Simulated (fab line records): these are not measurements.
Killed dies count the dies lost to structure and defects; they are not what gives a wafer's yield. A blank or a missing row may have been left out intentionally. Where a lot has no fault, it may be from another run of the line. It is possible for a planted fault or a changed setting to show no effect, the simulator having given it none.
Matching of chambers / flow n5Finfet / N5_STI_FIN_REVEAL_CMP_04 on cmp-02 has 4 sister chambers
The step polishes, stops on Si3N4, t overpolish 4 s, target thk 131.83 nm. 8 wafers are shown with their chamber, then 11 later ones without.

WAFERS PAIRED WITH THEIR CHAMBERS
wafer=L083.3; chamber=1; motorCurrentA (A)=9.1; timeToEndpointS (s)=97
wafer=L083.4; chamber=2; motorCurrentA (A)=9.6; timeToEndpointS (s)=98
wafer=L085.1; chamber=1; motorCurrentA (A)=9.5; timeToEndpointS (s)=100
wafer=L085.6; chamber=3; motorCurrentA (A)=9.0; timeToEndpointS (s)=97
wafer=L088.1; chamber=3; motorCurrentA (A)=8.7; timeToEndpointS (s)=91
wafer=L088.3; chamber=0; motorCurrentA (A)=7.9; timeToEndpointS (s)=102
wafer=L088.6; chamber=2; motorCurrentA (A)=9.3; timeToEndpointS (s)=97
wafer=L089.1; chamber=0; motorCurrentA (A)=7.6; timeToEndpointS (s)=104

WAFERS WITHOUT THEIR CHAMBER
wafer=L089.3; motorCurrentA (A)=9.0; timeToEndpointS (s)=97
wafer=L089.5; motorCurrentA (A)=9.6; timeToEndpointS (s)=98
wafer=L092.4; motorCurrentA (A)=8.8; timeToEndpointS (s)=97
wafer=L092.5; motorCurrentA (A)=9.3; timeToEndpointS (s)=95
wafer=L092.6; motorCurrentA (A)=8.0; timeToEndpointS (s)=103
wafer=L094.2; motorCurrentA (A)=8.9; timeToEndpointS (s)=101
wafer=L094.4; motorCurrentA (A)=8.5; timeToEndpointS (s)=99
wafer=L094.6; motorCurrentA (A)=8.9; timeToEndpointS (s)=101
wafer=L097.4; motorCurrentA (A)=9.3; timeToEndpointS (s)=96
wafer=L097.5; motorCurrentA (A)=8.9; timeToEndpointS (s)=97
wafer=L097.6; motorCurrentA (A)=8.4; timeToEndpointS (s)=107

WHICH CHAMBER EACH WENT THROUGH
wafer=L089.3; from the rows above=can't be placed: 3 or 1 or 2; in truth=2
wafer=L089.5; from the rows above=can't be placed: 2 or 1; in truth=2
wafer=L092.4; from the rows above=can't be placed: 3 or 1 or 2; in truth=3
wafer=L092.5; from the rows above=can't be placed: 2 or 1 or 3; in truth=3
wafer=L092.6; from the rows above=0; in truth=0
wafer=L094.2; from the rows above=can't be placed: 1 or 2 or 3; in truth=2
wafer=L094.4; from the rows above=can't be placed: 3 or 1 or 0 or 2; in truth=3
wafer=L094.6; from the rows above=can't be placed: 1 or 2 or 3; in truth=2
wafer=L097.4; from the rows above=can't be placed: 2 or 1 or 3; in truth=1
wafer=L097.5; from the rows above=can't be placed: 3 or 1 or 2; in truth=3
wafer=L097.6; from the rows above=can't be placed: 0 or 1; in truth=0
Placed correctly: 1 of 11. From these rows, 10 cannot be placed; in 10 the true chamber is one of the candidates. Wrongly placed: 0.
How it was worked out, from the rows above alone: a wafer's distance from a chamber is the root of the sum, over the readings, of the square of ((its reading less the chamber's mean) divided by the reading's scatter). The wafer belongs to the nearest chamber; if the next one is less than 2 further off, it can't be placed. A chamber's mean is the mean of its shown wafers. How the scatter is found: for the shown wafers, subtract from each reading the mean of its chamber, square and add these, divide the total by (wafers less chambers), then take the root.
